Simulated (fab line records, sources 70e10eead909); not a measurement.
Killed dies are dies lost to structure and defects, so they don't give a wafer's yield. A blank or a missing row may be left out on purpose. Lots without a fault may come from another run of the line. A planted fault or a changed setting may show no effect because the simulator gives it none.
Which tool did it? | flow nand_harc | 24 lots, 72 wafers sampled, at 6 steps of a route of 1159

WHAT THE GAUGES READ, wafer by wafer
The record holds no reading of a measuring or inspecting step that can be judged against a usual standard deviation.

WHICH TOOL RAN EACH LOT (tool, then ch and the chambers of the sampled wafers, then the start)
lot  | NHARC_A_CHANNEL_FILL_D1_ALD_03                 | NHARC_A_CHANNEL_FILL_D1_ALD_15                 | NHARC_A_CHANNEL_FILL_D1_ALD_25   | NHARC_A_STAIRCASE_STRIP_175          | NHARC_A_STAIRCASE_TRIM_191     | NHARC_A_STAIRCASE_ETCH_192
L074 | ald_sin_batch-03 ch 0, day 10 14:29 or earlier | ald_sin_batch-01 ch 0, day 10 14:29 or earlier | ald_hk-01 ch 0,3, day 10 14:29   | plasma_asher-02 ch 0,1, day 11 08:41 | rie_diel-10 ch 0,2, no start   | rie_diel-10 ch 0,1,2, no start
L075 | ald_sin_batch-03 ch 0, day 10 13:52 or earlier | ald_sin_batch-01 ch 0, day 10 13:52 or earlier | ald_hk-04 ch 1,2,3, day 10 13:52 | plasma_asher-01 ch 0,1, day 11 10:34 | rie_diel-10 ch 0,1,2, no start | rie_diel-10 ch 0,2,3, no start
L076 | ald_sin_batch-03 ch 0, day 10 14:27 or earlier | ald_sin_batch-01 ch 0, day 10 14:27 or earlier | ald_hk-02 ch 2,3, day 10 14:27   | plasma_asher-02 ch 0,1, day 11 10:12 | rie_diel-10 ch 0,2,3, no start | rie_diel-10 ch 2,3, no start
L078 | ald_sin_batch-02 ch 0, day 10 20:23 or earlier | ald_sin_batch-01 ch 0, day 10 20:23 or earlier | ald_hk-02 ch 2,3, day 10 20:23   | plasma_asher-01 ch 1, day 11 13:57   | rie_diel-11 ch 0,2, no start   | rie_diel-11 ch 0,3, no start
L079 | ald_sin_batch-02 ch 0, day 10 21:38 or earlier | ald_sin_batch-01 ch 0, day 10 21:38 or earlier | ald_hk-04 ch 1,2,3, day 10 21:38 | plasma_asher-02 ch 0,1, day 11 14:21 | rie_diel-11 ch 0,1, no start   | rie_diel-11 ch 2,3, no start
L077 | ald_sin_batch-02 ch 0, day 11 04:16 or earlier | ald_sin_batch-03 ch 0, day 11 04:16 or earlier | ald_hk-01 ch 0,3, day 11 04:16   | plasma_asher-01 ch 0,1, day 12 00:13 | rie_diel-11 ch 1,2,3, no start | rie_diel-11 ch 2,3, no start
L080 | ald_sin_batch-01 ch 0, day 11 17:44 or earlier | ald_sin_batch-02 ch 0, day 11 17:44 or earlier | ald_hk-04 ch 1,2, day 11 17:44   | plasma_asher-02 ch 0,1, day 12 10:27 | rie_diel-11 ch 0,2, no start   | rie_diel-11 ch 0,1,3, no start
L081 | ald_sin_batch-01 ch 0, day 11 17:07 or earlier | ald_sin_batch-02 ch 0, day 11 17:07 or earlier | ald_hk-02 ch 1,2, day 11 17:07   | plasma_asher-01 ch 0, day 12 10:13   | rie_diel-09 ch 1,3, no start   | rie_diel-09 ch 0,3, no start
L082 | ald_sin_batch-01 ch 0, day 12 07:37 or earlier | ald_sin_batch-03 ch 0, day 12 07:37 or earlier | ald_hk-01 ch 2,3, day 12 07:37   | plasma_asher-02 ch 1, day 13 00:20   | rie_diel-09 ch 0,1, no start   | rie_diel-09 ch 0,1,3, no start
L083 | ald_sin_batch-01 ch 0, day 12 07:00 or earlier | ald_sin_batch-03 ch 0, day 12 07:00 or earlier | ald_hk-04 ch 0,2, day 12 07:00   | plasma_asher-01 ch 0, day 13 04:07   | rie_diel-10 ch 1,2, no start   | rie_diel-10 ch 0,3, no start
L084 | ald_sin_batch-01 ch 0, day 12 07:00 or earlier | ald_sin_batch-03 ch 0, day 12 07:00 or earlier | ald_hk-02 ch 1,2, day 12 07:00   | plasma_asher-01 ch 0,1, day 13 00:31 | rie_diel-09 ch 1,2, no start   | rie_diel-09 ch 0,2,3, no start
L085 | ald_sin_batch-02 ch 0, day 13 13:47 or earlier | ald_sin_batch-03 ch 0, day 13 13:47 or earlier | ald_hk-02 ch 0,2,3, day 13 13:47 | plasma_asher-02 ch 0,1, day 14 07:41 | rie_diel-09 ch 0,2,3, no start | rie_diel-09 ch 2,3, no start
L086 | ald_sin_batch-02 ch 0, day 13 11:56 or earlier | ald_sin_batch-03 ch 0, day 13 11:56 or earlier | ald_hk-04 ch 0,3, day 13 11:56   | plasma_asher-02 ch 0,1, day 14 10:40 | rie_diel-10 ch 0,2,3, no start | rie_diel-10 ch 0,2,3, no start
L087 | ald_sin_batch-01 ch 0, day 13 12:45 or earlier | ald_sin_batch-02 ch 0, day 13 12:45 or earlier | ald_hk-01 ch 0,1,3, day 13 12:45 | plasma_asher-02 ch 0,1, day 14 07:14 | rie_diel-09 ch 0,1,2, no start | rie_diel-09 ch 1,2,3, no start
L088 | ald_sin_batch-01 ch 0, day 14 00:52 or earlier | ald_sin_batch-01 ch 0, day 14 00:52 or earlier | ald_hk-04 ch 0,1, day 14 00:52   | plasma_asher-01 ch 0,1, day 14 17:49 | rie_diel-10 ch 1,2, no start   | rie_diel-10 ch 0,3, no start
L089 | ald_sin_batch-01 ch 0, day 12 22:44 or earlier | ald_sin_batch-01 ch 0, day 12 22:44            | ald_hk-01 ch 0,1,3, day 14 01:29 | plasma_asher-01 ch 0,1, day 14 18:08 | rie_diel-09 ch 1,2,3, no start | rie_diel-09 ch 0,1, no start
L090 | ald_sin_batch-03 ch 0, day 14 06:01 or earlier | ald_sin_batch-02 ch 0, day 14 06:01 or earlier | ald_hk-04 ch 0,3, day 14 06:01   | plasma_asher-02 ch 0,1, day 14 23:29 | rie_diel-09 ch 2,3, no start   | rie_diel-09 ch 1,2,3, no start
L091 | ald_sin_batch-03 ch 0, day 14 05:24 or earlier | ald_sin_batch-02 ch 0, day 14 05:24 or earlier | ald_hk-02 ch 1,2,3, day 14 05:24 | plasma_asher-01 ch 0,1, day 14 23:01 | rie_diel-11 ch 0,1,2, no start | rie_diel-11 ch 0,1,3, no start
L092 | ald_sin_batch-03 ch 0, day 14 16:15 or earlier | ald_sin_batch-02 ch 0, day 14 16:15 or earlier | ald_hk-04 ch 0,2, day 14 16:15   | plasma_asher-01 ch 0,1, day 15 10:06 | rie_diel-10 ch 0,1,3, no start | rie_diel-10 ch 0,2, no start
L093 | ald_sin_batch-01 ch 0, day 14 21:14 or earlier | ald_sin_batch-03 ch 0, day 14 21:14 or earlier | ald_hk-02 ch 0,1,2, day 14 21:14 | plasma_asher-02 ch 1, day 15 15:02   | rie_diel-11 ch 1,2,3, no start | rie_diel-11 ch 0,1,3, no start
L094 | ald_sin_batch-02 ch 0, day 15 03:35 or earlier | ald_sin_batch-01 ch 0, day 15 03:35 or earlier | ald_hk-01 ch 0,1, day 15 03:35   | plasma_asher-02 ch 1, day 15 23:13   | rie_diel-09 ch 0,2, no start   | rie_diel-09 ch 0,1, no start
L095 | ald_sin_batch-02 ch 0, day 15 04:13 or earlier | ald_sin_batch-01 ch 0, day 15 04:13 or earlier | ald_hk-04 ch 1,2, day 15 04:13   | plasma_asher-02 ch 0,1, day 15 22:59 | rie_diel-09 ch 0,1,2, no start | rie_diel-09 ch 0,3, no start
L096 | ald_sin_batch-02 ch 0, day 15 20:58 or earlier | ald_sin_batch-01 ch 0, day 15 20:58 or earlier | ald_hk-04 ch 0,2,3, day 15 20:58 | plasma_asher-01 ch 0,1, day 16 14:20 | rie_diel-11 ch 0,2,3, no start | rie_diel-11 ch 0,1, no start
L097 | ald_sin_batch-02 ch 0, day 16 03:38 or earlier | ald_sin_batch-01 ch 0, day 16 03:38 or earlier | ald_hk-02 ch 0,1,3, day 16 03:38 | plasma_asher-02 ch 0,1, day 16 22:00 | rie_diel-11 ch 0,2,3, no start | rie_diel-11 ch 0,1,3, no start
- NHARC_A_CHANNEL_FILL_D1_ALD_03: deposits SiNx, target thk 6 nm, pulse time 60 s, ald cycles 58.
- NHARC_A_CHANNEL_FILL_D1_ALD_15: deposits SiNx, target thk 2 nm, pulse time 60 s, ald cycles 19.
- NHARC_A_CHANNEL_FILL_D1_ALD_25: deposits SiOx, target thk 60 nm, pulse time 10 s, ald cycles 600.
- NHARC_A_STAIRCASE_STRIP_175: strips in O2.
- NHARC_A_STAIRCASE_TRIM_191: chemistry O2, time 211.2 s.
- NHARC_A_STAIRCASE_ETCH_192: etches the open film in C4F8/O2, target depth 100 nm, time 40.5 s.

WHAT THE TOOLS THEMSELVES READ (means of the sampled wafers that have a number; where no wafer has one, the mark that the record gives instead)
NHARC_A_CHANNEL_FILL_D1_ALD_03. Usual: chamber_pressure_Torr 2.001 Torr, standard deviation 0.0042; precursor_pulse_height_rel 0.998, standard deviation 0.021.
lot  | tool             | chamber_pressure_Torr (Torr) | precursor_pulse_height_rel | flag
L074 | ald_sin_batch-03 | 1.997                        | 0.998                      |
L075 | ald_sin_batch-03 | 2.005                        | 1.010                      |
L076 | ald_sin_batch-03 | 2.001                        | 0.993                      |
L078 | ald_sin_batch-02 | 2.000                        | 0.992                      |
L079 | ald_sin_batch-02 | 1.999                        | 1.000                      |
L077 | ald_sin_batch-02 | 1.999                        | 0.991                      |
L080 | ald_sin_batch-01 | 2.004                        | 0.972                      |
L081 | ald_sin_batch-01 | 1.992                        | 1.007                      |
L082 | ald_sin_batch-01 | 2.002                        | 1.005                      |
L083 | ald_sin_batch-01 | 2.003                        | 0.994                      |
L084 | ald_sin_batch-01 | 1.998                        | 1.012                      |
L085 | ald_sin_batch-02 | 2.004                        | 0.992                      |
L086 | ald_sin_batch-02 | 2.001                        | 1.005                      |
L087 | ald_sin_batch-01 | 2.006                        | 1.003                      |
L088 | ald_sin_batch-01 | 2.002                        | 1.015                      |
L089 | ald_sin_batch-01 | 2.001                        | 1.006                      |
L090 | ald_sin_batch-03 | 2.001                        | 0.989                      |
L091 | ald_sin_batch-03 | 1.997                        | 0.991                      |
L092 | ald_sin_batch-03 | 2.002                        | 0.991                      |
L093 | ald_sin_batch-01 | 2.004                        | 0.995                      |
L094 | ald_sin_batch-02 | 2.003                        | 1.015                      |
L095 | ald_sin_batch-02 | 2.001                        | 0.992                      |
L096 | ald_sin_batch-02 | 2.006                        | 0.973                      |
L097 | ald_sin_batch-02 | 2.003                        | 1.005                      |

NHARC_A_CHANNEL_FILL_D1_ALD_15. Usual: chamber_pressure_Torr 2.001 Torr, standard deviation 0.0043; precursor_pulse_height_rel 1.003, standard deviation 0.019.
lot  | tool             | chamber_pressure_Torr (Torr) | precursor_pulse_height_rel | flag
L074 | ald_sin_batch-01 | 2.001                        | 1.007                      |
L075 | ald_sin_batch-01 | 2.002                        | 0.996                      |
L076 | ald_sin_batch-01 | 1.999                        | 0.997                      |
L078 | ald_sin_batch-01 | 2.002                        | 1.001                      |
L079 | ald_sin_batch-01 | 2.002                        | 0.990                      |
L077 | ald_sin_batch-03 | 2.000                        | 0.985                      |
L080 | ald_sin_batch-02 | 1.999                        | 1.000                      |
L081 | ald_sin_batch-02 | 1.998                        | 1.003                      |
L082 | ald_sin_batch-03 | 2.002                        | 1.011                      |
L083 | ald_sin_batch-03 | 2.001                        | 1.006                      |
L084 | ald_sin_batch-03 | 2.005                        | 1.003                      |
L085 | ald_sin_batch-03 | 2.001                        | 1.011                      |
L086 | ald_sin_batch-03 | 2.001                        | 0.997                      |
L087 | ald_sin_batch-02 | 2.001                        | 1.020                      |
L088 | ald_sin_batch-01 | 2.011                        | 0.989                      |
L089 | ald_sin_batch-01 | 2.011                        | 1.021                      |
L090 | ald_sin_batch-02 | 1.999                        | 0.990                      |
L091 | ald_sin_batch-02 | 1.996                        | 0.996                      |
L092 | ald_sin_batch-02 | 2.001                        | 1.002                      |
L093 | ald_sin_batch-03 | 2.002                        | 0.991                      |
L094 | ald_sin_batch-01 | 2.000                        | 1.016                      |
L095 | ald_sin_batch-01 | 2.001                        | 1.019                      |
L096 | ald_sin_batch-01 | 2.001                        | 0.991                      |
L097 | ald_sin_batch-01 | 2.002                        | 1.015                      |

NHARC_A_CHANNEL_FILL_D1_ALD_25. Usual: heater_power_w 483 W, standard deviation 49; precursor_pulse_height_rel 0.999, standard deviation 0.019.
lot  | tool      | heater_power_w (W) | precursor_pulse_height_rel | flag
L074 | ald_hk-01 | 551                | 1.006                      |
L075 | ald_hk-04 | 474                | 0.988                      |
L076 | ald_hk-02 | 414                | 0.988                      |
L078 | ald_hk-02 | 420                | 0.993                      |
L079 | ald_hk-04 | 474                | 0.997                      |
L077 | ald_hk-01 | 531                | 1.007                      |
L080 | ald_hk-04 | 437                | 0.999                      |
L081 | ald_hk-02 | 469                | 1.003                      |
L082 | ald_hk-01 | 511                | 0.994                      |
L083 | ald_hk-04 | 522                | 1.000                      |
L084 | ald_hk-02 | 466                | 1.002                      |
L085 | ald_hk-02 | 463                | 1.002                      |
L086 | ald_hk-04 | 534                | 0.983                      |
L087 | ald_hk-01 | 514                | 0.980                      |
L088 | ald_hk-04 | 449                | 0.982                      |
L089 | ald_hk-01 | 522                | 0.992                      |
L090 | ald_hk-04 | 516                | 1.002                      |
L091 | ald_hk-02 | 437                | 1.019                      |
L092 | ald_hk-04 | 524                | 0.999                      |
L093 | ald_hk-02 | 468                | 0.995                      |
L094 | ald_hk-01 | 492                | 0.993                      |
L095 | ald_hk-04 | 461                | 0.992                      |
L096 | ald_hk-04 | 506                | 1.007                      |
L097 | ald_hk-02 | 474                | 0.999                      |

NHARC_A_STAIRCASE_STRIP_175. Usual: drypump_motor_current_A 5.6 A, standard deviation 0.41; heater_power_w 305 W, standard deviation 39.
lot  | tool            | drypump_motor_current_A (A) | heater_power_w (W) | flag
L074 | plasma_asher-02 | 5.4                         | 297                |
L075 | plasma_asher-01 | 5.5                         | 295                |
L076 | plasma_asher-02 | 5.4                         | 296                |
L078 | plasma_asher-01 | 6.2                         | 368                |
L079 | plasma_asher-02 | 5.7                         | 309                |
L077 | plasma_asher-01 | 5.4                         | 297                |
L080 | plasma_asher-02 | 5.7                         | 307                |
L081 | plasma_asher-01 | 5.1                         | 262                |
L082 | plasma_asher-02 | 5.8                         | 312                |
L083 | plasma_asher-01 | 5.1                         | 253                |
L084 | plasma_asher-01 | 5.8                         | 329                |
L085 | plasma_asher-02 | 5.5                         | 297                |
L086 | plasma_asher-02 | 5.5                         | 298                |
L087 | plasma_asher-02 | 5.5                         | 296                |
L088 | plasma_asher-01 | 5.4                         | 288                |
L089 | plasma_asher-01 | 5.8                         | 329                |
L090 | plasma_asher-02 | 5.6                         | 304                |
L091 | plasma_asher-01 | 5.4                         | 291                |
L092 | plasma_asher-01 | 5.5                         | 290                |
L093 | plasma_asher-02 | 5.8                         | 312                |
L094 | plasma_asher-02 | 5.8                         | 304                |
L095 | plasma_asher-02 | 5.6                         | 302                |
L096 | plasma_asher-01 | 5.8                         | 323                |
L097 | plasma_asher-02 | 5.4                         | 285                |

NHARC_A_STAIRCASE_TRIM_191. Usual: drypump_motor_current_A 5.6 A, standard deviation 0.44; oes_product_au 1.001 a.u., standard deviation 0.011; rf_vpp_V 57.8 V, standard deviation 0.98; showerhead_plenum_p_Torr 3.53 Torr, standard deviation 0.16; throttle_valve_pct 17.036 %, standard deviation 0.0091.
lot  | tool        | drypump_motor_current_A (A) | oes_product_au (a.u.) | rf_vpp_V (V) | showerhead_plenum_p_Torr (Torr) | throttle_valve_pct (%) | flag
L074 | rie_diel-10 | 5.3                         | 1.005                 | 57.9         | 3.51                            | 17.037                 |
L075 | rie_diel-10 | 5.3                         | 1.005                 | 57.6         | 3.54                            | 17.034                 |
L076 | rie_diel-10 | 5.6                         | 0.998                 | 57.6         | 3.44                            | 17.032                 |
L078 | rie_diel-11 | 6.3                         | 0.986                 | 58.4         | 3.80                            | 17.034                 |
L079 | rie_diel-11 | 6.1                         | 1.002                 | 57.6         | 3.50                            | 17.022                 |
L077 | rie_diel-11 | 5.8                         | 0.995                 | 58.1         | 3.59                            | 17.036                 |
L080 | rie_diel-11 | 6.3                         | 0.993                 | 59.1         | 3.79                            | 17.036                 |
L081 | rie_diel-09 | 5.4                         | 1.000                 | 57.1         | 3.44                            | 17.039                 |
L082 | rie_diel-09 | 5.2                         | 1.001                 | 58.4         | 3.53                            | 17.044                 |
L083 | rie_diel-10 | 5.2                         | 1.006                 | 58.1         | 3.57                            | 17.027                 |
L084 | rie_diel-09 | 5.2                         | 1.005                 | 57.9         | 3.58                            | 17.029                 |
L085 | rie_diel-09 | 5.6                         | 1.006                 | 57.7         | 3.43                            | 17.035                 |
L086 | rie_diel-10 | 5.6                         | 1.004                 | 57.9         | 3.43                            | 17.030                 |
L087 | rie_diel-09 | 5.3                         | 1.007                 | 58.4         | 3.54                            | 17.040                 |
L088 | rie_diel-10 | 5.2                         | 1.002                 | 57.3         | 3.51                            | 17.031                 |
L089 | rie_diel-09 | 5.3                         | 1.015                 | 58.4         | 3.50                            | 17.039                 |
L090 | rie_diel-09 | 5.6                         | 1.013                 | 58.0         | 3.45                            | 17.035                 |
L091 | rie_diel-11 | 6.1                         | 0.987                 | 58.2         | 3.63                            | 17.040                 |
L092 | rie_diel-10 | 5.6                         | 0.992                 | 58.1         | 3.48                            | 17.033                 |
L093 | rie_diel-11 | 5.8                         | 0.994                 | 57.8         | 3.58                            | 17.039                 |
L094 | rie_diel-09 | 5.5                         | 1.005                 | 57.2         | 3.49                            | 17.044                 |
L095 | rie_diel-09 | 5.2                         | 0.996                 | 57.8         | 3.54                            | 17.032                 |
L096 | rie_diel-11 | 6.0                         | 1.002                 | 58.2         | 3.72                            | 17.033                 |
L097 | rie_diel-11 | 6.0                         | 0.995                 | 58.3         | 3.71                            | 17.031                 |

NHARC_A_STAIRCASE_ETCH_192. Usual: oes_product_au 0.941 a.u., standard deviation 0.013; rf_vpp_V 896 V, standard deviation 5.8.
lot  | tool        | oes_product_au (a.u.) | rf_vpp_V (V) | flag
L074 | rie_diel-10 | 0.943                 | 896          |
L075 | rie_diel-10 | 0.946                 | 893          |
L076 | rie_diel-10 | 0.931                 | 891          |
L078 | rie_diel-11 | 0.931                 | 902          |
L079 | rie_diel-11 | 0.919                 | 903          |
L077 | rie_diel-11 | 0.945                 | 903          |
L080 | rie_diel-11 | 0.921                 | 899          |
L081 | rie_diel-09 | 0.951                 | 891          |
L082 | rie_diel-09 | 0.948                 | 894          |
L083 | rie_diel-10 | 0.954                 | 890          |
L084 | rie_diel-09 | 0.944                 | 892          |
L085 | rie_diel-09 | 0.950                 | 893          |
L086 | rie_diel-10 | 0.942                 | 892          |
L087 | rie_diel-09 | 0.945                 | 895          |
L088 | rie_diel-10 | 0.957                 | 890          |
L089 | rie_diel-09 | 0.951                 | 896          |
L090 | rie_diel-09 | 0.944                 | 896          |
L091 | rie_diel-11 | 0.925                 | 898          |
L092 | rie_diel-10 | 0.948                 | 893          |
L093 | rie_diel-11 | 0.934                 | 898          |
L094 | rie_diel-09 | 0.932                 | 895          |
L095 | rie_diel-09 | 0.940                 | 890          |
L096 | rie_diel-11 | 0.936                 | 899          |
L097 | rie_diel-11 | 0.940                 | 898          |

THE ANSWER, worked out from the rows above alone
Rule: a lot is off if the mean of its wafers that have a number lies more than 3 standard deviations from the usual mean. A lot without any number at a reading at which 4 lots or more have one is off too. The other lots that the step has rows for count as sound. The gauges are gone through in route order, then the tools' own readings, and for those a lot's mean is taken as printed above. The first step at which some lot is off is used, and at that step the reading that is off furthest; a lot without a number counts as furthest.
No lot is off at any reading shown: from this, nothing can be told.

WHAT THE SIMULATOR HAD PUT IN
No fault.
